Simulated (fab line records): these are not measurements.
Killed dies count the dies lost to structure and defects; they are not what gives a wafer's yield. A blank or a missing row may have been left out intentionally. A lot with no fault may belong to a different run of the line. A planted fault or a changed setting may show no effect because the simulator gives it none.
Chamber matching / flow n5_finfet / 3 sister chambers for N5_BEOL_M6_CURE_74 on uv_cure-02
The step cures SiCOH lowk, time 240 s. 18 wafers are shown with their chamber, then 9 later ones without.

## WAFERS, EACH WITH ITS CHAMBER
wafer=L076.1; chamber=1; wafer_temp_C_max=387.9; lamp_power_pct (%)=52.27
wafer=L076.4; chamber=1; wafer_temp_C_max=387.2; lamp_power_pct (%)=52.35
wafer=L076.6; chamber=1; wafer_temp_C_max=387.5; lamp_power_pct (%)=52.40
wafer=L077.3; chamber=0; wafer_temp_C_max=386.3; lamp_power_pct (%)=52.37
wafer=L077.5; chamber=0; wafer_temp_C_max=386.2; lamp_power_pct (%)=52.32
wafer=L077.6; chamber=0; wafer_temp_C_max=386.5; lamp_power_pct (%)=52.35
wafer=L079.3; chamber=0; wafer_temp_C_max=386.3; lamp_power_pct (%)=52.36
wafer=L079.4; chamber=0; wafer_temp_C_max=386.8; lamp_power_pct (%)=52.40
wafer=L079.6; chamber=0; wafer_temp_C_max=386.5; lamp_power_pct (%)=52.35
wafer=L083.2; chamber=1; wafer_temp_C_max=388.1; lamp_power_pct (%)=52.32
wafer=L083.5; chamber=1; wafer_temp_C_max=388.1; lamp_power_pct (%)=52.22
wafer=L083.6; chamber=1; wafer_temp_C_max=388.0; lamp_power_pct (%)=52.26
wafer=L091.2; chamber=1; wafer_temp_C_max=387.9; lamp_power_pct (%)=52.39
wafer=L091.3; chamber=1; wafer_temp_C_max=388.2; lamp_power_pct (%)=52.38
wafer=L091.6; chamber=1; wafer_temp_C_max=387.2; lamp_power_pct (%)=52.34
wafer=L092.2; chamber=2; wafer_temp_C_max=387.3; lamp_power_pct (%)=52.35
wafer=L092.3; chamber=2; wafer_temp_C_max=386.7; lamp_power_pct (%)=52.36
wafer=L092.4; chamber=2; wafer_temp_C_max=387.1; lamp_power_pct (%)=52.34

SIGNATURES (averages over the wafers above)
reading=wafer_temp_C_max; chamber 0=386.433; chamber 1=387.789; chamber 2=387.033; scatter within a chamber=0.33
reading=lamp_power_pct; chamber 0=52.3583; chamber 1=52.3256; chamber 2=52.3500; scatter within a chamber=0.0488
Rule: distance of a wafer from a chamber = root of the sum over the readings of ((wafer's reading minus chamber's mean) / reading's scatter) squared. If the next closest chamber is less than 2 further off than the closest, the wafer can't be placed; otherwise it belongs to the closest. The scatter: the root of (the sum of the squares of (reading less its chamber's mean) over the shown wafers, divided by (wafers less chambers)).

## WAFERS WITH NO CHAMBER GIVEN
wafer=L093.1; wafer_temp_C_max=387.3; lamp_power_pct (%)=52.31
wafer=L093.3; wafer_temp_C_max=386.7; lamp_power_pct (%)=52.21
wafer=L093.6; wafer_temp_C_max=387.3; lamp_power_pct (%)=52.31
wafer=L095.1; wafer_temp_C_max=387.0; lamp_power_pct (%)=52.38
wafer=L095.3; wafer_temp_C_max=386.9; lamp_power_pct (%)=52.28
wafer=L095.4; wafer_temp_C_max=387.3; lamp_power_pct (%)=52.31
wafer=L097.1; wafer_temp_C_max=386.7; lamp_power_pct (%)=52.23
wafer=L097.3; wafer_temp_C_max=386.9; lamp_power_pct (%)=52.31
wafer=L097.5; wafer_temp_C_max=386.5; lamp_power_pct (%)=52.39

## WHICH CHAMBER EACH ONE RAN IN
wafer=L093.1; from the rows above=can't be placed: 2 or 1 or 0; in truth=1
wafer=L093.3; from the rows above=can't be placed: 2 or 0 or 1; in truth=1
wafer=L093.6; from the rows above=can't be placed: 2 or 1 or 0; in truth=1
wafer=L095.1; from the rows above=can't be placed: 2 or 0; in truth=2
wafer=L095.3; from the rows above=can't be placed: 2 or 0 or 1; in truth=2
wafer=L095.4; from the rows above=can't be placed: 2 or 1 or 0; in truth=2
wafer=L097.1; from the rows above=can't be placed: 2 or 0 or 1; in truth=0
wafer=L097.3; from the rows above=can't be placed: 2 or 0 or 1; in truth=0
wafer=L097.5; from the rows above=can't be placed: 0 or 2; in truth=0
Placed correctly: 0 of 9. Can't be placed from these rows: 9 (the true chamber is among the candidates in 9). Wrongly placed: 0.
